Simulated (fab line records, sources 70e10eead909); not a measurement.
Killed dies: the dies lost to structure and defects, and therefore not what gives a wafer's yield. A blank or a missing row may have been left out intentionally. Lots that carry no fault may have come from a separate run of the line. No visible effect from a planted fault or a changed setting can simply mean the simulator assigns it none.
The tool behind it: which one? | flow nand-harc | Sampling: 6 lots, 18 wafers, 5 of 1302 route steps

== WHAT THE GAUGES SHOWED, per wafer ==
NHARC_P_M1_THK_MEAS_24: measures by xrf.
lot  | measured     | on            | thk-nm (nm)
L172 | day 9 13:19  | film-metro-01 | 158.6 158.7 158.9
L180 | day 12 20:09 | film-metro-02 | 157.6 156.8 157.1
L181 | day 13 05:27 | film-metro-02 | 160.8 160.8 158.5
L183 | day 14 02:46 | film-metro-02 | 156.6 156.8 159.6
L185 | day 15 03:21 | film-metro-01 | 156.6 156.6 155.0
L187 | day 15 19:28 | film-metro-01 | 158.9 156.6 156.8

== TOOL THAT RAN EACH LOT (tool first, then ch and the chambers of the sampled wafers, then the start) ==
lot  | NHARC_P_M1_DESCUM_14               | NHARC_P_M1_PVD_20                       | NHARC_P_M1_ECD_22              | NHARC_P_M1_CMP_23
L172 | rie-diel-05 ch 0,1,2, day 9 10:53  | pvd-sputter-01, day 9 12:16 or earlier  | ecd-cu-01 ch 0,1, day 9 12:16  | cmp-01 ch 0,2,3, day 9 13:00
L180 | rie-diel-01 ch 0,2, day 12 17:41   | pvd-sputter-01, day 12 19:06 or earlier | ecd-cu-01 ch 0,1, day 12 19:06 | cmp-02 ch 1,3, day 12 19:49
L181 | rie-diel-05 ch 0,3, day 13 02:55   | pvd-sputter-03, day 13 04:20 or earlier | ecd-cu-01 ch 0,1, day 13 04:20 | cmp-01 ch 2,3, day 13 05:08
L183 | rie-diel-01 ch 0,1,2, day 14 00:20 | pvd-sputter-01, day 14 01:49 or earlier | ecd-cu-01 ch 0,1, day 14 01:49 | cmp-01 ch 0,1,3, day 14 02:30
L185 | rie-diel-01 ch 0,1, day 15 00:41   | pvd-sputter-02, day 15 02:19 or earlier | ecd-cu-02 ch 0,1, day 15 02:19 | cmp-04 ch 1,2,3, day 15 03:07
L187 | rie-diel-01 ch 1,2, day 15 17:03   | pvd-sputter-03, day 15 18:26 or earlier | ecd-cu-01 ch 0,1, day 15 18:26 | cmp-02 ch 2,3, day 15 19:09
- NHARC_P_M1_DESCUM_14: chemistry O2, time 3 s.
- NHARC_P_M1_PVD_20: deposits TaN, target thk 5 nm, time 8.06 s.
- NHARC_P_M1_ECD_22: material Cu, target thk 400 nm.
- NHARC_P_M1_CMP_23: polishes, t overpolish 20 s, target thk 157.82 nm.

== THE ANSWER, worked out from the rows above alone ==
Rule: usual is defined by the lots themselves. The widest of any qualifying gaps counts: lots, ordered by their means at a reading, are off when they make up no more than a third of the lots, leave a main group of 4 or more, and stand apart from it by 3 or more times the standard deviation of that group's means. The tables above print the reading to a certain number of digits; a main group whose means all agree to those digits is not used. A lot without any number at a reading at which 4 lots or more have one is off too. The other lots that the step has rows for count as sound.
Across all readings shown, no lot is off: no conclusion can be drawn from this.

== WHAT HAD BEEN PUT IN BY THE SIMULATOR ==
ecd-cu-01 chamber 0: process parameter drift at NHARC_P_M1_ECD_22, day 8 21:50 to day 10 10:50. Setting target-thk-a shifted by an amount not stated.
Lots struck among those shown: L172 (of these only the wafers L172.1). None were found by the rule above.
